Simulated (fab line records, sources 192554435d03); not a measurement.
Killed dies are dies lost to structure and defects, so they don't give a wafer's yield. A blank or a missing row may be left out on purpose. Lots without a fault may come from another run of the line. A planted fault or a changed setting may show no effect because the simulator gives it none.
Chamber matching | flow n5_finfet | N5_BEOL_M0_SAQP_MANDREL2_REMOVE_110 on rie_si-03: 4 sister chambers
The step chemistry HBr/Cl2/O2, target a-Si, stops on SiCN, bt time 10 s. 4 wafers are shown with their chamber, then 9 later ones without.

WAFERS WITH THEIR CHAMBER
wafer  | chamber | drypump_motor_current_A (A)
L082.6 | 1       | 5.2
L086.6 | 3       | 5.5
L088.2 | 0       | 6.0
L088.6 | 2       | 4.8

WAFERS WITHOUT THEIR CHAMBER
wafer  | drypump_motor_current_A (A)
L091.1 | 4.7
L091.3 | 5.2
L091.4 | 5.5
L094.2 | 5.2
L094.5 | 5.2
L094.6 | 5.9
L096.4 | 4.8
L096.5 | 5.5
L096.6 | 6.0

WHICH CHAMBER EACH WENT THROUGH
wafer  | from the rows above | in truth
L091.1 | 2                   | 2
L091.3 | 1                   | 1
L091.4 | 3                   | 3
L094.2 | 1                   | 1
L094.5 | 1                   | 1
L094.6 | 0                   | 0
L096.4 | 2                   | 2
L096.5 | 3                   | 3
L096.6 | 0                   | 0
Placed correctly: 9 of 9. Can't be placed from these rows: 0. Placed wrongly: 0.
How it was worked out, from the rows above alone: a wafer's distance from a chamber is the root of the sum, over the readings, of the square of ((its reading less the chamber's mean) divided by the reading's scatter). The wafer belongs to the nearest chamber; if the next one is less than 2 further off, it can't be placed. A chamber's mean is the mean of its shown wafers. The scatter: with one shown wafer a chamber, the root of the mean of the squares of how far each hidden wafer lies from its nearest shown one.
